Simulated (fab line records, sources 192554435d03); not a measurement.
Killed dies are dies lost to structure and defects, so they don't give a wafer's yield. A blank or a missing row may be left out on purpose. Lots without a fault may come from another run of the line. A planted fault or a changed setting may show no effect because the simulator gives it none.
Chamber matching | flow n5_finfet | N5_BEOL_M10_ILD_DEP_00 on pecvd-03: 3 sister chambers
The step deposits SiCOH lowk from DEMS/porogen, target thk 308.51 nm, time 58 s. 18 wafers are shown with their chamber, then 9 later ones without.

WAFERS WITH THEIR CHAMBER
wafer  | chamber | throttle_valve_pct (%) | showerhead_plenum_p_Torr (Torr) | heater_power_w (W)
L077.1 | 1       | 14.4                   | 5.721                           | 267
L077.4 | 1       | 14.2                   | 5.705                           | 286
L077.6 | 0       | 14.4                   | 5.727                           | 334
L076.4 | 2       | 13.0                   | 5.735                           | 317
L076.5 | 1       | 14.2                   | 5.705                           | 326
L076.6 | 0       | 14.1                   | 5.720                           | 265
L078.4 | 1       | 14.2                   | 5.719                           | 254
L078.5 | 2       | 13.2                   | 5.727                           | 323
L078.6 | 0       | 14.2                   | 5.726                           | 307
L079.1 | 1       | 14.4                   | 5.713                           | 322
L079.3 | 0       | 14.1                   | 5.738                           | 279
L079.4 | 1       | 14.2                   | 5.729                           | 320
L081.1 | 1       | 14.3                   | 5.712                           | 305
L081.2 | 2       | 12.9                   | 5.725                           | 281
L081.4 | 1       | 14.6                   | 5.717                           | 319
L085.1 | 2       | 13.1                   | 5.737                           | 284
L085.2 | 1       | 14.3                   | 5.719                           | 334
L085.6 | 0       | 14.4                   | 5.729                           | 306

SIGNATURES (means of the wafers above)
reading                  | chamber 0 | chamber 1 | chamber 2 | scatter within a chamber
throttle_valve_pct       | 14.240    | 14.311    | 13.050    | 0.139
showerhead_plenum_p_Torr | 5.72800   | 5.71556   | 5.73100   | 0.00708
heater_power_w           | 298.20    | 303.67    | 301.25    | 26.7
Rule: a wafer's distance from a chamber is the root of the sum, over the readings, of the square of ((its reading less the chamber's mean) divided by the reading's scatter). The wafer belongs to the nearest chamber; if the next one is less than 2 further off, it can't be placed. The scatter: the root of (the sum of the squares of (reading less its chamber's mean) over the shown wafers, divided by (wafers less chambers)).

WAFERS WITHOUT THEIR CHAMBER
wafer  | throttle_valve_pct (%) | showerhead_plenum_p_Torr (Torr) | heater_power_w (W)
L086.3 | 14.6                   | 5.739                           | 332
L086.5 | 13.1                   | 5.727                           | 291
L086.6 | 14.3                   | 5.747                           | 339
L090.3 | 14.5                   | 5.735                           | 283
L090.5 | 13.3                   | 5.722                           | 311
L090.6 | 14.2                   | 5.723                           | 332
L096.3 | 14.3                   | 5.723                           | 312
L096.4 | 13.3                   | 5.709                           | 309
L096.6 | 14.6                   | 5.729                           | 306

WHICH CHAMBER EACH WENT THROUGH
wafer  | from the rows above     | in truth
L086.3 | can't be placed: 0 or 1 | 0
L086.5 | 2                       | 2
L086.6 | can't be placed: 0 or 1 | 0
L090.3 | can't be placed: 0 or 1 | 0
L090.5 | 2                       | 2
L090.6 | can't be placed: 0 or 1 | 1
L096.3 | can't be placed: 0 or 1 | 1
L096.4 | 2                       | 2
L096.6 | can't be placed: 0 or 1 | 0
Placed correctly: 3 of 9. Can't be placed from these rows: 6 (the true chamber is among the candidates in 6). Placed wrongly: 0.
